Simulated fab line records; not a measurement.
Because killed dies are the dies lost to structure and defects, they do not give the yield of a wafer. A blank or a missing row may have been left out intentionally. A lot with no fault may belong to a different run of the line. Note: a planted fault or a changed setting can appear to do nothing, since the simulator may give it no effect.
Which tool was responsible? + flow nand harc + Sampling: 10 lots, 30 wafers, 4 of 1159 route steps

WHAT THE GAUGES SHOWED, per wafer
NHARC_A_M0_CD_MEAS_09: target cd 80 nm.
| lot  | measured     | on        | cd nm (nm)        |
|------|--------------|-----------|-------------------|
| L866 | day 17 21:00 | cd sem-03 | 79.2 79.1 80.5    |
| L865 | day 17 21:35 | cd sem-02 | 80.2 80.4 81.0    |
| L867 | day 18 06:23 | cd sem-01 | 81.1 79.7 81.0    |
| L869 | day 18 14:54 | cd sem-01 | 81.3 80.1 80.2    |
| L878 | day 20 21:55 | cd sem-02 | 113.1 113.7 114.0 |
| L877 | day 20 22:32 | cd sem-03 | 113.7 112.7 113.6 |
| L879 | day 21 20:31 | cd sem-02 | 81.5 80.2 81.1    |
| L882 | day 22 09:31 | cd sem-01 | 81.1 81.6 81.5    |
| L886 | day 22 23:35 | cd sem-01 | 80.4 81.3 80.9    |
| L888 | day 23 11:18 | cd sem-01 | 83.1 80.2 81.0    |

WHICH TOOL RAN EACH LOT (tool, then ch and the chambers of the sampled wafers, then the start)
| lot  | NHARC_A_CONTACT_ETCH_137             | NHARC_A_CONTACT_ETCH_139             | NHARC_A_M0_PEB_07                 |
|------|--------------------------------------|--------------------------------------|-----------------------------------|
| L866 | har cap etch-02 ch 0,1, day 17 04:24 | har cap etch-02 ch 0,1, day 17 04:38 | litho track-04 ch 0, day 17 20:55 |
| L865 | har cap etch-01 ch 0,1, day 17 04:34 | har cap etch-01 ch 0,1, day 17 04:49 | litho track-01 ch 0, day 17 21:30 |
| L867 | har cap etch-01 ch 0,1, day 17 18:15 | har cap etch-01 ch 0,1, day 17 18:31 | litho track-04 ch 0, day 18 06:18 |
| L869 | har cap etch-02 ch 0,1, day 18 06:39 | har cap etch-02 ch 0,1, day 18 06:53 | litho track-06 ch 0, day 18 14:49 |
| L878 | har cap etch-02 ch 0,1, day 20 09:32 | har cap etch-02 ch 0,1, day 20 09:47 | litho track-04 ch 0, day 20 21:50 |
| L877 | har cap etch-02 ch 0,1, day 20 11:34 | har cap etch-02 ch 0,1, day 20 11:50 | litho track-04 ch 0, day 20 22:28 |
| L879 | har cap etch-03 ch 0, day 20 23:30   | har cap etch-03 ch 0, day 20 23:46   | litho track-06 ch 0, day 21 20:26 |
| L882 | har cap etch-02 ch 0,1, day 21 14:04 | har cap etch-02 ch 0,1, day 21 14:19 | litho track-06 ch 0, day 22 09:26 |
| L886 | har cap etch-01 ch 0,1, day 22 14:34 | har cap etch-01 ch 0,1, day 22 14:49 | litho track-01 ch 0, day 22 23:30 |
| L888 | har cap etch-02 ch 0,1, day 23 02:58 | har cap etch-02 ch 0,1, day 23 03:13 | litho track-06 ch 0, day 23 11:13 |
- NHARC_A_CONTACT_ETCH_137: etches the open film in C4F8/O2/Ar, time 132 s, target depth 1287 nm.
- NHARC_A_CONTACT_ETCH_139: etches the open film in C4F8/O2/Ar, time 137 s, target depth 590 nm.
- NHARC_A_M0_PEB_07: peb time 65 s.

AS READ BY THE TOOLS THEMSELVES (means over the sampled wafers that have a number; for cases with no such wafer, the mark the record gives instead)
NHARC_A_M0_PEB_07.
| lot  | tool           | heater power total W (W) | plate temp C (C) |
|------|----------------|--------------------------|------------------|
| L866 | litho track-04 | 156.1                    | 99.99            |
| L865 | litho track-01 | 156.6                    | 100.28           |
| L867 | litho track-04 | 156.6                    | 100.08           |
| L869 | litho track-06 | 156.3                    | 100.04           |
| L878 | litho track-04 | 181.0                    | 111.24           |
| L877 | litho track-04 | 181.5                    | 111.32           |
| L879 | litho track-06 | 156.7                    | 99.72            |
| L882 | litho track-06 | 156.5                    | 100.03           |
| L886 | litho track-01 | 156.3                    | 100.00           |
| L888 | litho track-06 | 156.7                    | 100.02           |

THE ANSWER, worked out from the rows above alone
Rule: usual is defined by the lots themselves. The widest of any qualifying gaps counts: lots, ordered by their means at a reading, are off when they make up no more than a third of the lots, leave a main group of 4 or more, and stand apart from it by 3 or more times the standard deviation of that group's means. A main group whose means are all the same, to the digits that the tables above print for the reading, isn't used. Also off: a lot with no number at a reading for which 4 or more lots have one. All remaining lots with rows at the step are treated as sound. The gauges are gone through in route order, then the tools' own readings, and for those a lot's mean is taken as printed above. The first step at which some lot is off is used, and at that step the reading that is off furthest; a lot without a number counts as furthest.
Off, at NHARC_A_M0_CD_MEAS_09 on cd nm: L878, L877. The main group: mean 80.7 nm, standard deviation 0.54.
A tool fits if, at a process step before that reading, it ran every lot that is off, and no sound lot after the first of them. Not tried: the gauges at NHARC_A_M0_CD_MEAS_09; whatever is off there is also off at NHARC_A_M0_PEB_07, on other tools, and gauge error can't account for it. One candidate fits, namely litho track-04 at NHARC_A_M0_PEB_07. Its last sound lot is L867 (day 18 06:18), its first lot that is off L878 (day 20 21:50): a fault that began between those two fits.
The tool's own readings at NHARC_A_M0_PEB_07 bear it out: on the lots that are off they differ by more than 5 times the standard deviation of the sound lots' means. heater power total W reads 181.2 W there against 156.5 W on the sound lots; plate temp C reads 111.28 C there against 100.02 C on the sound lots.

WHAT THE SIMULATOR HAD INSERTED
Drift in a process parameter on litho track-04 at NHARC_A_M0_PEB_07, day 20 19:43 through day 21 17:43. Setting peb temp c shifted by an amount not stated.
Shown lots that were struck: L878, L877. The rule above found the same.
